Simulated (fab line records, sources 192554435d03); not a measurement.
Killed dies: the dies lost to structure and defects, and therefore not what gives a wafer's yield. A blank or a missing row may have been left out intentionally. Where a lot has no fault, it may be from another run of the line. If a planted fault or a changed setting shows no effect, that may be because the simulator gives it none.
Which tool is to blame? ; flow n5-finfet ; 13 lots with 36 wafers sampled at 3 steps, on a route of 1938 steps

## WHAT THE GAUGES SHOWED, per wafer
N5_SD_EPI_P_CD_MEAS_09: the cd target is 240 nm. Usual: cd-nm 239.7 nm, standard deviation 0.61.
lot;measured;on;cd-nm (nm);flag
L744;day 3 06:38;cd-sem-01;239.3 240.1 240.0;
L745;day 3 11:40;cd-sem-01;238.5 239.2 238.9;
L747;day 3 23:45;cd-sem-02;240.1 239.7 240.4;
L749;day 4 13:31;cd-sem-02;239.6 240.1 239.1;
L750;day 4 22:56;cd-sem-03;239.0 238.8 239.8;
L751;day 4 23:17;cd-sem-01;239.2 240.4 240.0;
L753;day 5 14:00;cd-sem-02;240.0 239.3 239.0;
L756;day 6 06:04;cd-sem-01;239.4 239.0 240.4;
L755;day 6 08:53;cd-sem-02;238.2 240.5 239.2;
L757;day 6 16:09;cd-sem-02;240.2 240.0;
L758;day 7 01:01;cd-sem-01;239.4 239.7;
L760;day 7 06:05;cd-sem-01;240.0 238.9;
L766;day 8 20:16;cd-sem-03;240.5 239.9 240.4;

## WHAT TOOL EACH LOT RAN ON (gives the tool, then ch and the chambers of the sampled wafers, and finally the start)
lot;N5_DUMMY_GATE_ETCH_44;N5_SD_EPI_N_PRECLEAN_49
L744;rie-si-01 ch 0,2,3, day 2 23:27;remote-plasma-01 ch 1, day 3 05:55
L745;rie-si-02 ch 0,1,2, day 3 04:26;remote-plasma-02 ch 0, day 3 10:49
L747;rie-si-02 ch 0,3, day 3 17:35;remote-plasma-02 ch 0, day 3 22:39
L749;rie-si-02 ch 0,3, day 4 07:21;remote-plasma-01 ch 1, day 4 12:52
L750;rie-si-01 ch 0,1,2, day 4 15:13;remote-plasma-02 ch 1, day 4 22:07
L751;rie-si-01 ch 0,2, day 4 17:12;remote-plasma-01 ch 1, day 4 22:26
L753;rie-si-02 ch 0,1,2, day 5 07:15;remote-plasma-02 ch 1, day 5 12:31
L756;rie-si-02 ch 0,1,3, day 6 00:07;remote-plasma-02 ch 0, day 6 05:17
L755;rie-si-02 ch 0,2,3, day 6 02:58;remote-plasma-02 ch 0, day 6 08:05
L757;rie-si-02 ch 2, day 6 10:19;remote-plasma-02 ch 1, day 6 15:23
L758;rie-si-02 ch 1,2, day 6 16:42;remote-plasma-02 ch 0, day 7 00:10
L760;rie-si-06 ch 0,1, day 7 00:22;remote-plasma-02 ch 1, day 7 05:29
L766;rie-si-02 ch 0,3, day 8 14:27;remote-plasma-01 ch 1, day 8 19:32
- N5_DUMMY_GATE_ETCH_44: etches poly-Si in HBr/O2, stops on SiO2, target depth 127.5 nm.
- N5_SD_EPI_N_PRECLEAN_49: cleans in NF3:NH3, afs cycles 1, time 20 s, sublimation time 60 s.

## WHAT THE TOOLS THEMSELVES READ (means of the sampled wafers that have a number; where no wafer has one, the mark that the record gives instead)
N5_DUMMY_GATE_ETCH_44. Usual: drypump-motor-current-A 5.7 A, standard deviation 0.45; oes-product-au 0.725 a.u., standard deviation 0.013; throttle-valve-pct 18.52 %, standard deviation 0.13.
lot;tool;drypump-motor-current-A (A);oes-product-au (a.u.);throttle-valve-pct (%);flag
L744;rie-si-01;5.2;0.733;18.52;
L745;rie-si-02;5.9;0.732;18.43;
L747;rie-si-02;6.1;0.723;18.50;
L749;rie-si-02;6.1;0.719;18.51;
L750;rie-si-01;5.3;0.726;18.55;
L751;rie-si-01;5.2;0.722;18.51;
L753;rie-si-02;5.9;0.736;18.43;
L756;rie-si-02;6.2;0.729;18.50;
L755;rie-si-02;5.9;0.728;18.44;
L757;rie-si-02;5.3;0.734;18.39;
L758;rie-si-02;5.8;0.732;18.47;
L760;rie-si-06;6.1;0.727;18.63;
L766;rie-si-02;6.1;0.730;18.50;

## THE ANSWER, worked out from the rows above alone
Rule: a lot is off if the mean of its wafers that have a number lies more than 3 standard deviations from the usual mean. A lot without any number at a reading at which 4 lots or more have one is off too. Where the step has rows for the other lots, those lots are counted as sound. The gauges are gone through in route order, then the tools' own readings, and for those a lot's mean is taken as printed above. The first step at which some lot is off is used, and at that step the reading that is off furthest; a lot without a number counts as furthest.
Nothing can be told from this: no lot is off at any reading shown.

## WHAT THE SIMULATOR PUT IN
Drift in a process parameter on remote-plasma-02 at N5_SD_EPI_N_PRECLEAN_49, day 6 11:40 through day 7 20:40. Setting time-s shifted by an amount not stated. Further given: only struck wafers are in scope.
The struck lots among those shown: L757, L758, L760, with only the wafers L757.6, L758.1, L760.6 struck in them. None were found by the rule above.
